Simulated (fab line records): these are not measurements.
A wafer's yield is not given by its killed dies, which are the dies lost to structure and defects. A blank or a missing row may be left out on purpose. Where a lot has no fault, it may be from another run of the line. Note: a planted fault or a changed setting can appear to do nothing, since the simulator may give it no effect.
2 desks looking at one fault	flow nand_harc	every desk sees just its own numbers, and what lay behind them comes last

## AT THE METROLOGY DESK
What the gauges read, lot by lot, whatever tool the lot ran on: means of the sampled wafers that have a number. The brackets show how far a lot's mean lies from the usual mean; more than 4 standard deviations puts the lot out of limits, marked OUT.
Columns: A = thk_nm at NHARC_A_ONON_D1_THK_MEAS_27, usual 1001 nm; B = cd_nm at NHARC_A_CHANNEL_HOLE_D1_CD_MEAS_10, usual 100.2 nm; C = cd_nm at NHARC_A_CHANNEL_HOLE_D1_CD_MEAS_18, usual 99.1 nm
lot	first seen here	A	B	C
L967	day 8 03:27	995	100.3	99.8
L970	day 9 12:24	1003	99.9	99.9
L972	day 10 05:05	993	99.2	99.1
L973	day 10 22:43	1003	100.4	100.4
L975	day 11 14:48	1004	99.6	99.5
L976	day 12 04:16	1007	100.6	98.8
L978	day 12 15:42	1012	100.7	99.4
L980	day 13 15:01	1015	99.8	99.9
L981	day 14 04:06	981	100.3	98.7
L983	day 15 05:44	1005	100.7	102.6
L989	day 17 09:31	998	99.7	98.4
L990	day 18 01:38	996	100.5	98.1
This desk found nothing out of limits on any of the 12 lots.

## AT THE TOOL OWNER'S DESK: arfi_scanner-02
The tool's own readings at NHARC_A_CHANNEL_HOLE_D1_EXPOSE_07 (exposes mask HOLE D1, target cd 100 nm): means of the sampled wafers that have a number, for each lot that ran on this tool. The brackets show how far a lot's mean lies from the usual mean; more than 4 standard deviations puts the lot out of limits, marked OUT.
Columns: A = focus_offset_nm at NHARC_A_CHANNEL_HOLE_D1_EXPOSE_07, usual 0.0 nm
lot	first seen here	A
L967	day 8 08:46	0.1
L970	day 9 16:05	0.0
L980	day 13 21:22	-0.1
L981	day 14 07:41	-0.2
L983	day 15 09:23	0.8
This desk found nothing out of limits on any of the 5 lots.

## PUT TOGETHER
The metrology desk saw nothing out of limits.
The desk of the tool owner found nothing out of limits.

## WHAT THE SIMULATOR HAD INSERTED
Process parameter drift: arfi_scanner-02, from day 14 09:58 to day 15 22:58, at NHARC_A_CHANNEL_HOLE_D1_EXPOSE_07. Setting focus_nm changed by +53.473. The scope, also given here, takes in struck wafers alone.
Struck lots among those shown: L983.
